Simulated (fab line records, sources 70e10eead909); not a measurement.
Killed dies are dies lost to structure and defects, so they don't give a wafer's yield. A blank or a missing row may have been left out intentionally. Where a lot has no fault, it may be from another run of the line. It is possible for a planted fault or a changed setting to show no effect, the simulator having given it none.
What tool caused it? :: flow nandHarc :: 12 lots with 36 wafers sampled at 5 steps, on a route of 1159 steps

== WHAT EACH GAUGE READ, for each wafer ==
NHARC_END_SORT_01.
lot: L813
measured: day 19 14:56
on: prober-02
killedAtArray: 17 18 16
killedAtOther: 1 2 0
killedAtPeriphery: 4 3 1
killedDies: 22 23 17
killedOpen: 4 5 2
killedShort: 0 3 0

lot: L816
measured: day 20 09:10
on: prober-02
killedAtArray: 32 37 29
killedAtOther: 1 0 0
killedAtPeriphery: 0 0 3
killedDies: 33 37 32
killedOpen: 2 1 2
killedShort: 0 1 2

lot: L818
measured: day 21 05:47
on: prober-01
killedAtArray: 10 16 13
killedAtOther: 5 2 1
killedAtPeriphery: 3 1 1
killedDies: 18 19 15
killedOpen: 4 4 2
killedShort: 1 2 0

lot: L822
measured: day 21 14:36
on: prober-02
killedAtArray: 14 12 8
killedAtOther: 0 0 0
killedAtPeriphery: 5 7 4
killedDies: 19 19 12
killedOpen: 3 4 2
killedShort: 4 3 0

lot: L825
measured: day 22 12:31
on: prober-01
killedAtArray: 15 8 8
killedAtOther: 0 1 7
killedAtPeriphery: 3 9 6
killedDies: 18 18 21
killedOpen: 5 2 2
killedShort: 0 1 0

lot: L823
measured: day 23 00:34
on: prober-02
killedAtArray: 24 20 671
killedAtOther: 0 2 1
killedAtPeriphery: 4 4 5
killedDies: 28 26 677
killedOpen: 3 6 6
killedShort: 4 1 2

lot: L827
measured: day 23 15:52
on: prober-02
killedAtArray: 12 18 10
killedAtOther: 0 0 3
killedAtPeriphery: 5 4 0
killedDies: 17 22 13
killedOpen: 2 6 1
killedShort: 2 3 1

== EACH LOT AND THE TOOL THAT RAN IT (in order: tool; ch and the chambers of the sampled wafers; start) ==
lot: L813
NHARC_A_STAIRCASE_STRIP_446: plasmaAsher-01 ch 0,1, day 14 02:35
NHARC_A_STAIRCASE_STRIP_475: rieDiel-13 ch 1,3, day 14 06:47 or earlier
NHARC_A_SGD_CUT_ETCH_16: rieDiel-04 ch 0,1,3, day 14 06:47
NHARC_A_SGD_CUT_STRIP_28: rieDiel-12 ch 1,2, day 19 14:56 or earlier

lot: L815
NHARC_A_STAIRCASE_STRIP_446: plasmaAsher-02 ch 1, day 14 14:59
NHARC_A_STAIRCASE_STRIP_475: rieDiel-03 ch 1,2,3, day 14 19:09 or earlier
NHARC_A_SGD_CUT_ETCH_16: rieDiel-08 ch 1,2,3, day 14 19:09
NHARC_A_SGD_CUT_STRIP_28: rieDiel-12 ch 0,3, no start

lot: L817
NHARC_A_STAIRCASE_STRIP_446: plasmaAsher-02 ch 0,1, day 14 21:40
NHARC_A_STAIRCASE_STRIP_475: rieDiel-13 ch 1,2, day 15 02:11 or earlier
NHARC_A_SGD_CUT_ETCH_16: rieDiel-12 ch 0,3, day 15 02:11
NHARC_A_SGD_CUT_STRIP_28: rieDiel-04 ch 1,2,3, no start

lot: L816
NHARC_A_STAIRCASE_STRIP_446: plasmaAsher-01 ch 0,1, day 14 21:50
NHARC_A_STAIRCASE_STRIP_475: rieDiel-06 ch 0,3, day 15 02:23 or earlier
NHARC_A_SGD_CUT_ETCH_16: rieDiel-08 ch 1,2,3, day 15 02:23
NHARC_A_SGD_CUT_STRIP_28: rieDiel-08 ch 1,2,3, day 20 09:10 or earlier

lot: L818
NHARC_A_STAIRCASE_STRIP_446: plasmaAsher-02 ch 0,1, day 15 08:32
NHARC_A_STAIRCASE_STRIP_475: rieDiel-13 ch 0,2, day 15 12:54 or earlier
NHARC_A_SGD_CUT_ETCH_16: rieDiel-12 ch 0,2,3, day 15 12:54
NHARC_A_SGD_CUT_STRIP_28: rieDiel-12 ch 0,2,3, day 21 05:47 or earlier

lot: L820
NHARC_A_STAIRCASE_STRIP_446: plasmaAsher-01 ch 0,1, day 15 23:58
NHARC_A_STAIRCASE_STRIP_475: rieDiel-03 ch 0,1,3, day 16 04:21 or earlier
NHARC_A_SGD_CUT_ETCH_16: rieDiel-12 ch 0,1,2, day 16 04:21
NHARC_A_SGD_CUT_STRIP_28: rieDiel-12 ch 1,2,3, no start

lot: L822
NHARC_A_STAIRCASE_STRIP_446: plasmaAsher-01 ch 0,1, day 16 05:24
NHARC_A_STAIRCASE_STRIP_475: rieDiel-13 ch 0,1,2, day 16 09:48 or earlier
NHARC_A_SGD_CUT_ETCH_16: rieDiel-08 ch 0,2,3, day 16 09:48
NHARC_A_SGD_CUT_STRIP_28: rieDiel-12 ch 0,1,3, day 21 14:36 or earlier

lot: L825
NHARC_A_STAIRCASE_STRIP_446: plasmaAsher-01 ch 0,1, day 16 17:06
NHARC_A_STAIRCASE_STRIP_475: rieDiel-13 ch 0,2,3, day 16 21:20 or earlier
NHARC_A_SGD_CUT_ETCH_16: rieDiel-04 ch 0,2,3, day 16 21:20
NHARC_A_SGD_CUT_STRIP_28: rieDiel-08 ch 0,2,3, day 22 12:31 or earlier

lot: L824
NHARC_A_STAIRCASE_STRIP_446: plasmaAsher-02 ch 0,1, day 16 17:07
NHARC_A_STAIRCASE_STRIP_475: rieDiel-03 ch 0,3, day 16 19:04
NHARC_A_SGD_CUT_ETCH_16: rieDiel-08 ch 0,2, day 16 21:40
NHARC_A_SGD_CUT_STRIP_28: rieDiel-04 ch 0,1,3, no start

lot: L823
NHARC_A_STAIRCASE_STRIP_446: plasmaAsher-01 ch 0,1, day 16 17:33
NHARC_A_STAIRCASE_STRIP_475: rieDiel-13 ch 0,1,3, day 16 21:49 or earlier
NHARC_A_SGD_CUT_ETCH_16: rieDiel-08 ch 0,2,3, day 16 21:49
NHARC_A_SGD_CUT_STRIP_28: rieDiel-08 ch 1,2,3, day 23 00:34 or earlier

lot: L827
NHARC_A_STAIRCASE_STRIP_446: plasmaAsher-01 ch 0,1, day 17 16:08
NHARC_A_STAIRCASE_STRIP_475: rieDiel-06 ch 0,1,3, day 17 20:11 or earlier
NHARC_A_SGD_CUT_ETCH_16: rieDiel-04 ch 0,1,2, day 17 20:11
NHARC_A_SGD_CUT_STRIP_28: rieDiel-12 ch 1,2,3, day 23 15:52 or earlier

lot: L834
NHARC_A_STAIRCASE_STRIP_446: plasmaAsher-02 ch 0,1, day 19 15:53
NHARC_A_STAIRCASE_STRIP_475: rieDiel-13 ch 1,2, day 19 20:13 or earlier
NHARC_A_SGD_CUT_ETCH_16: rieDiel-04 ch 0,1,2, day 19 20:13
NHARC_A_SGD_CUT_STRIP_28: rieDiel-04 ch 0,1,3, no start
- NHARC_A_STAIRCASE_STRIP_446: strips in O2.
- NHARC_A_STAIRCASE_STRIP_475: strips in O2, time 20 s.
- NHARC_A_SGD_CUT_ETCH_16: etches the open film in C4F8/O2/Ar, target depth 310.5 nm, time 155.2 s.
- NHARC_A_SGD_CUT_STRIP_28: strips in O2, time 20 s.

== AS READ BY THE TOOLS THEMSELVES (means over the sampled wafers that have a number; for cases with no such wafer, the mark the record gives instead) ==
NHARC_A_STAIRCASE_STRIP_446.
lot: L813
tool: plasmaAsher-01
drypumpMotorCurrentA (A): 5.8
heaterPowerW (W): 341

lot: L815
tool: plasmaAsher-02
drypumpMotorCurrentA (A): 5.3
heaterPowerW (W): 337

lot: L817
tool: plasmaAsher-02
drypumpMotorCurrentA (A): 5.5
heaterPowerW (W): 357

lot: L816
tool: plasmaAsher-01
drypumpMotorCurrentA (A): 5.9
heaterPowerW (W): 337

lot: L818
tool: plasmaAsher-02
drypumpMotorCurrentA (A): 5.5
heaterPowerW (W): 355

lot: L820
tool: plasmaAsher-01
drypumpMotorCurrentA (A): 5.8
heaterPowerW (W): 340

lot: L822
tool: plasmaAsher-01
drypumpMotorCurrentA (A): 5.6
heaterPowerW (W): 334

lot: L825
tool: plasmaAsher-01
drypumpMotorCurrentA (A): 5.8
heaterPowerW (W): 339

lot: L824
tool: plasmaAsher-02
drypumpMotorCurrentA (A): 5.8
heaterPowerW (W): 390

lot: L823
tool: plasmaAsher-01
drypumpMotorCurrentA (A): 5.8
heaterPowerW (W): 335

lot: L827
tool: plasmaAsher-01
drypumpMotorCurrentA (A): 5.6
heaterPowerW (W): 337

lot: L834
tool: plasmaAsher-02
drypumpMotorCurrentA (A): 5.8
heaterPowerW (W): 387

NHARC_A_STAIRCASE_STRIP_475.
lot: L813
tool: rieDiel-13
drypumpMotorCurrentA (A): 5.7
oesProductAu (a.u.): 1.003
rfVppV (V): 58.2
showerheadPlenumPTorr (Torr): 3.72
throttleValvePct (%): 17.035

lot: L815
tool: rieDiel-03
drypumpMotorCurrentA (A): 5.5
oesProductAu (a.u.): 1.003
rfVppV (V): 57.6
showerheadPlenumPTorr (Torr): 3.68
throttleValvePct (%): 17.035

lot: L817
tool: rieDiel-13
drypumpMotorCurrentA (A): 5.5
oesProductAu (a.u.): 0.991
rfVppV (V): 57.8
showerheadPlenumPTorr (Torr): 3.39
throttleValvePct (%): 17.035

lot: L816
tool: rieDiel-06
drypumpMotorCurrentA (A): 6.0
oesProductAu (a.u.): 1.005
rfVppV (V): 56.5
showerheadPlenumPTorr (Torr): 3.34
throttleValvePct (%): 17.037

lot: L818
tool: rieDiel-13
drypumpMotorCurrentA (A): 5.4
oesProductAu (a.u.): 1.004
rfVppV (V): 57.5
showerheadPlenumPTorr (Torr): 3.52
throttleValvePct (%): 17.030

lot: L820
tool: rieDiel-03
drypumpMotorCurrentA (A): 5.8
oesProductAu (a.u.): 0.992
rfVppV (V): 57.8
showerheadPlenumPTorr (Torr): 3.61
throttleValvePct (%): 17.022

lot: L822
tool: rieDiel-13
drypumpMotorCurrentA (A): 5.4
oesProductAu (a.u.): 1.007
rfVppV (V): 57.3
showerheadPlenumPTorr (Torr): 3.49
throttleValvePct (%): 17.036

lot: L825
tool: rieDiel-13
drypumpMotorCurrentA (A): 5.5
oesProductAu (a.u.): 0.999
rfVppV (V): 58.0
showerheadPlenumPTorr (Torr): 3.57
throttleValvePct (%): 17.040

lot: L824
tool: rieDiel-03
drypumpMotorCurrentA (A): 5.5
oesProductAu (a.u.): 1.002
rfVppV (V): 58.0
showerheadPlenumPTorr (Torr): 3.57
throttleValvePct (%): 17.037

lot: L823
tool: rieDiel-13
drypumpMotorCurrentA (A): 5.5
oesProductAu (a.u.): 0.995
rfVppV (V): 58.0
showerheadPlenumPTorr (Torr): 3.65
throttleValvePct (%): 17.043

lot: L827
tool: rieDiel-06
drypumpMotorCurrentA (A): 5.6
oesProductAu (a.u.): 0.993
rfVppV (V): 58.3
showerheadPlenumPTorr (Torr): 3.36
throttleValvePct (%): 17.038

lot: L834
tool: rieDiel-13
drypumpMotorCurrentA (A): 5.4
oesProductAu (a.u.): 1.007
rfVppV (V): 57.8
showerheadPlenumPTorr (Torr): 3.45
throttleValvePct (%): 17.042

NHARC_A_SGD_CUT_ETCH_16.
lot: L813
tool: rieDiel-04
oesProductAu (a.u.): 0.968
rfVppV (V): 722
runLengthS (s): 176.4

lot: L815
tool: rieDiel-08
oesProductAu (a.u.): 0.974
rfVppV (V): 721
runLengthS (s): 176.7

lot: L817
tool: rieDiel-12
oesProductAu (a.u.): 0.963
rfVppV (V): 721
runLengthS (s): 176.5

lot: L816
tool: rieDiel-08
oesProductAu (a.u.): 0.977
rfVppV (V): 721
runLengthS (s): 176.9

lot: L818
tool: rieDiel-12
oesProductAu (a.u.): 0.965
rfVppV (V): 720
runLengthS (s): 176.2

lot: L820
tool: rieDiel-12
oesProductAu (a.u.): 0.958
rfVppV (V): 718
runLengthS (s): 176.2

lot: L822
tool: rieDiel-08
oesProductAu (a.u.): 0.982
rfVppV (V): 724
runLengthS (s): 176.5

lot: L825
tool: rieDiel-04
oesProductAu (a.u.): 0.981
rfVppV (V): 721
runLengthS (s): 176.8

lot: L824
tool: rieDiel-08
oesProductAu (a.u.): 0.962
rfVppV (V): 725
runLengthS (s): 176.5

lot: L823
tool: rieDiel-08
oesProductAu (a.u.): 0.972
rfVppV (V): 723
runLengthS (s): 183.6

lot: L827
tool: rieDiel-04
oesProductAu (a.u.): 0.975
rfVppV (V): 722
runLengthS (s): 176.6

lot: L834
tool: rieDiel-04
oesProductAu (a.u.): 0.974
rfVppV (V): 722
runLengthS (s): 176.7

NHARC_A_SGD_CUT_STRIP_28.
lot: L813
tool: rieDiel-12
drypumpMotorCurrentA (A): 5.6
oesProductAu (a.u.): 0.995
rfVppV (V): 57.7
showerheadPlenumPTorr (Torr): 3.43
throttleValvePct (%): 17.041

lot: L815
tool: rieDiel-12
drypumpMotorCurrentA (A): 5.2
oesProductAu (a.u.): 0.990
rfVppV (V): 57.1
showerheadPlenumPTorr (Torr): 3.46
throttleValvePct (%): 17.031

lot: L817
tool: rieDiel-04
drypumpMotorCurrentA (A): 5.7
oesProductAu (a.u.): 1.000
rfVppV (V): 57.4
showerheadPlenumPTorr (Torr): 3.35
throttleValvePct (%): 17.043

lot: L816
tool: rieDiel-08
drypumpMotorCurrentA (A): 6.2
oesProductAu (a.u.): 0.999
rfVppV (V): 57.4
showerheadPlenumPTorr (Torr): 3.46
throttleValvePct (%): 17.042

lot: L818
tool: rieDiel-12
drypumpMotorCurrentA (A): 5.3
oesProductAu (a.u.): 0.986
rfVppV (V): 57.9
showerheadPlenumPTorr (Torr): 3.40
throttleValvePct (%): 17.036

lot: L820
tool: rieDiel-12
drypumpMotorCurrentA (A): 5.4
oesProductAu (a.u.): 0.991
rfVppV (V): 57.4
showerheadPlenumPTorr (Torr): 3.43
throttleValvePct (%): 17.026

lot: L822
tool: rieDiel-12
drypumpMotorCurrentA (A): 5.4
oesProductAu (a.u.): 0.994
rfVppV (V): 57.7
showerheadPlenumPTorr (Torr): 3.45
throttleValvePct (%): 17.037

lot: L825
tool: rieDiel-08
drypumpMotorCurrentA (A): 5.9
oesProductAu (a.u.): 0.999
rfVppV (V): 57.2
showerheadPlenumPTorr (Torr): 3.52
throttleValvePct (%): 17.035

lot: L824
tool: rieDiel-04
drypumpMotorCurrentA (A): 5.8
oesProductAu (a.u.): 0.998
rfVppV (V): 57.4
showerheadPlenumPTorr (Torr): 3.49
throttleValvePct (%): 17.039

lot: L823
tool: rieDiel-08
drypumpMotorCurrentA (A): 6.2
oesProductAu (a.u.): 0.995
rfVppV (V): 57.8
showerheadPlenumPTorr (Torr): 3.45
throttleValvePct (%): 17.033

lot: L827
tool: rieDiel-12
drypumpMotorCurrentA (A): 5.4
oesProductAu (a.u.): 0.987
rfVppV (V): 57.4
showerheadPlenumPTorr (Torr): 3.43
throttleValvePct (%): 17.042

lot: L834
tool: rieDiel-04
drypumpMotorCurrentA (A): 5.8
oesProductAu (a.u.): 1.000
rfVppV (V): 56.9
showerheadPlenumPTorr (Torr): 3.48
throttleValvePct (%): 17.040

== THE ANSWER, worked out from the rows above alone ==
Rule: usual is defined by the lots themselves. Put in order of their means at a reading, lots are off if they are a third of the lots or fewer, leave a main group of 4 or more, and stand apart from it by a gap of 3 or more times the standard deviation of the main group's means; of several such gaps the widest counts. A main group is skipped when, at the precision printed for the reading in the tables above, its means are all equal. A lot without any number at a reading at which 4 lots or more have one is off too. The other lots that the step has rows for count as sound. Order of review: gauges by route order, followed by the tools' own readings, for which a lot's mean as printed above is used. At the first step where some lot is off, the reading lying furthest off is the one used; lots without a number count as furthest.
Off: L823, at NHARC_END_SORT_01 (killedDies). The main group has a mean of 21 with a standard deviation of 6. Neither off nor sound, because the step has no rows for them: L815, L817, L820, L824, L834.
A tool fits if, at a process step before that reading, it ran every lot that is off, and no sound lot after the first of them. Not tried: the gauges at NHARC_END_SORT_01; whatever is off there is also off at NHARC_A_SGD_CUT_ETCH_16, on other tools, and gauge error can't account for it. NHARC_A_STAIRCASE_STRIP_475: start missing for some lots; hours and lot order therefore follow NHARC_A_SGD_CUT_ETCH_16. NHARC_A_SGD_CUT_STRIP_28: start missing for some lots; hours and lot order therefore follow NHARC_END_SORT_01. 2 tools fit, rieDiel-13 at NHARC_A_STAIRCASE_STRIP_475 and rieDiel-08 at NHARC_A_SGD_CUT_ETCH_16 and NHARC_A_SGD_CUT_STRIP_28, so this cannot tell which one it is.

== WHAT THE SIMULATOR PUT IN ==
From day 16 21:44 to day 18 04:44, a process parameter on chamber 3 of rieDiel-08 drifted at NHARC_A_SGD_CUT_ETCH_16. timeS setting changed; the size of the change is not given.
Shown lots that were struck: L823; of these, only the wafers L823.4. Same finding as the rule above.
